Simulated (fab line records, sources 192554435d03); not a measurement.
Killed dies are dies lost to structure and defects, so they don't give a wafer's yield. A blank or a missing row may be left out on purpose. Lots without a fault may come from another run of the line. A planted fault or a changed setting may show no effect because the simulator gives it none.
One fault seen from 3 desks | flow n5_finfet | each desk has only its own numbers; what lay behind them comes last

THE METROLOGY DESK
What the gauges read, lot by lot, whatever tool the lot ran on: means of the sampled wafers that have a number. A lot is out of limits, marked OUT, if its mean lies more than 4 standard deviations from the usual mean; the brackets give that distance.
Columns: A = trench_depth_nm at N5_STI_FIN_REVEAL_FIN_H_MEAS_10, usual 51.7 nm
lot  | first seen here | A
L121 | day 2 12:42     | 50.8
L122 | day 2 20:17     | 52.2
L123 | day 3 02:44     | 51.9
L125 | day 3 13:25     | 51.3
L129 | day 4 13:47     | 51.6
L131 | day 5 06:14     | 52.0
L134 | day 6 00:11     | 51.9
L138 | day 6 19:47     | 51.9
L141 | day 7 12:58     | 51.8
L142 | day 7 20:19     | 51.7
L143 | day 8 00:40     | 52.2
L144 | day 8 07:18     | 52.4
This desk's finding: nothing out of limits on any of the 12 lots.

THE TOOL OWNER'S DESK: vapor_etch-01
The tool's own readings at N5_STI_FIN_REVEAL_RECESS_09 (chemistry HF/NH3, target SiO2, afs cycles 11, target depth 42.5 nm, sublimation time 60 s): means of the sampled wafers that have a number, for each lot that ran on this tool. A lot is out of limits, marked OUT, if its mean lies more than 4 standard deviations from the usual mean; the brackets give that distance.
Columns: A = drypump_motor_current_A at N5_STI_FIN_REVEAL_RECESS_09, usual 5.7 A; B = foreline_p_Torr at N5_STI_FIN_REVEAL_RECESS_09, usual 0.1280 Torr
lot  | first seen here | A   | B
L122 | day 2 17:30     | 6.1 | 0.1281
L123 | day 3 00:01     | 6.1 | 0.1283
L129 | day 4 11:00     | 6.1 | 0.1279
L141 | day 7 10:14     | 6.0 | 0.1276
L142 | day 7 17:35     | 5.9 | 0.1275
This desk's finding: nothing out of limits on any of the 5 lots.

THE DEFECT DESK
What the inspections along the route counted, lot by lot: means of the sampled wafers that have a number. A lot is out of limits, marked OUT, if its mean lies more than 4 standard deviations from the usual mean; the brackets give that distance.
Columns: A = raw_defect_count at N5_FIN_CUT_INSPECT_17, usual 242; B = raw_defect_count at N5_STI_FIN_REVEAL_INSPECT_13, usual 13
lot  | first seen here | A   | B
L121 | day 2 04:05     | 235 | 17
L122 | day 2 10:17     | 343 | 13
L123 | day 2 16:21     | 243 | 9
L125 | day 3 04:49     | 349 | 11
L129 | day 4 04:55     | 298 | 17
L131 | day 4 19:04     | 206 | 10
L134 | day 5 15:07     | 264 | 13
L138 | day 6 10:20     | 216 | 21
L141 | day 7 03:58     | 202 | 929 (+99 or more) OUT
L142 | day 7 11:03     | 319 | 908 (+99 or more) OUT
L143 | day 7 16:03     | 164 | 14
L144 | day 7 22:05     | 219 | 16
This desk's finding: out of limits on L141, L142; first on L141, day 7 13:02 (raw_defect_count at N5_STI_FIN_REVEAL_INSPECT_13). In limits: L121, L122, L123, L125, L129, L131, L134, L138, L143, L144.

PUT TOGETHER
The defect desk could have raised an alarm at day 7 13:02, on L141, L142.
The metrology desk saw nothing out of limits.
The tool owner's desk saw nothing out of limits.
The metrology desk has L141, L142 on record, within its limits.
The tool owner's desk has L141, L142 on record, within its limits.
Of the lots named, all ran N5_STI_FIN_REVEAL_RECESS_09 on vapor_etch-01.

WHAT THE SIMULATOR HAD PUT IN
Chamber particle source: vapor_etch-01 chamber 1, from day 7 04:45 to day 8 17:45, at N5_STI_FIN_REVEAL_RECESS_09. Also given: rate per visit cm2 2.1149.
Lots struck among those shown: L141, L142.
Hours from the fault's start to each desk's first reading out of limits: the defect desk, 8.
